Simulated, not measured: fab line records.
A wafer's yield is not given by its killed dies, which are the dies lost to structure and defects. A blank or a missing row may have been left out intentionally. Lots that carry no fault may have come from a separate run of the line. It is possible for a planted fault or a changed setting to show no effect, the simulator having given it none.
2 desks looking at one fault -- flow n5_finfet -- only its own numbers are on each desk; what lay behind them is given at the end

== METROLOGY DESK ==
Means of the sampled wafers that have a number, per lot and without regard to the tool the lot ran on: this is what the gauges read. If a lot's mean is further than 4 standard deviations from the usual mean, the lot is out of limits and carries the mark OUT (the distance appears in the brackets).
Columns: A = M14_THK at N5_BEOL_M14_THK_MEAS_50, usual 564 nm
lot,first seen here,A
L282,day 11 22:13,563
L287,day 13 12:10,556
L286,day 14 03:30,572
L288,day 14 23:59,557
L291,day 15 02:33,579
L292,day 15 13:12,567
L295,day 16 07:39,558
L297,day 16 11:31,581
L302,day 17 11:43,567
L301,day 18 01:28,572
L303,day 18 02:17,571
Finding of this desk: none of the 11 lots has anything out of limits.

== THE TOOL OWNER'S DESK: pecvd-04 ==
The tool's own readings at N5_BEOL_M15_ILD_DEP_00 (deposits SiO2 from TEOS/O2, target thk 1629.3 nm, time 346.1 s): means of the sampled wafers that have a number, for each lot that ran on this tool. If a lot's mean is further than 4 standard deviations from the usual mean, the lot is out of limits and carries the mark OUT (the distance appears in the brackets).
Columns: A = heater_power_w at N5_BEOL_M15_ILD_DEP_00, usual 535 W; B = run_length_s at N5_BEOL_M15_ILD_DEP_00, usual 389.0 s; C = showerhead_plenum_p_Torr at N5_BEOL_M15_ILD_DEP_00, usual 8.36 Torr; D = throttle_valve_pct at N5_BEOL_M15_ILD_DEP_00, usual 18.4 %
lot,first seen here,A,B,C,D
L282,day 11 22:24,542,388.8,8.34,17.9
L291,day 15 02:45,477,389.8,8.35,17.8
L292,day 15 13:23,437,388.6,8.38,18.7
L295,day 16 07:57,420,385.3 (-5.2) OUT,8.37,18.2
L297,day 16 11:42,443,385.4 (-5.2) OUT,8.36,18.2
This desk finds L295, L297 out of limits, L295 being first, at day 16 07:57 (run_length_s at N5_BEOL_M15_ILD_DEP_00). Within limits: L282, L291, L292.

== PUT TOGETHER ==
The tool owner's desk could have raised an alarm at day 16 07:57, on L295, L297.
The metrology desk saw nothing out of limits.
The metrology desk has L295, L297 on record, within its limits.
On pecvd-04, each named lot ran N5_BEOL_M15_ILD_DEP_00.

== WHAT THE SIMULATOR PUT IN ==
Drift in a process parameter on pecvd-04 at N5_BEOL_M15_ILD_DEP_00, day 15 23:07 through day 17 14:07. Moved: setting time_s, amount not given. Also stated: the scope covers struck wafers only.
Struck lots among those shown: L295, L297.
How many hours passed from the start of the fault until each desk's first out-of-limits reading: the tool owner's desk, 9.
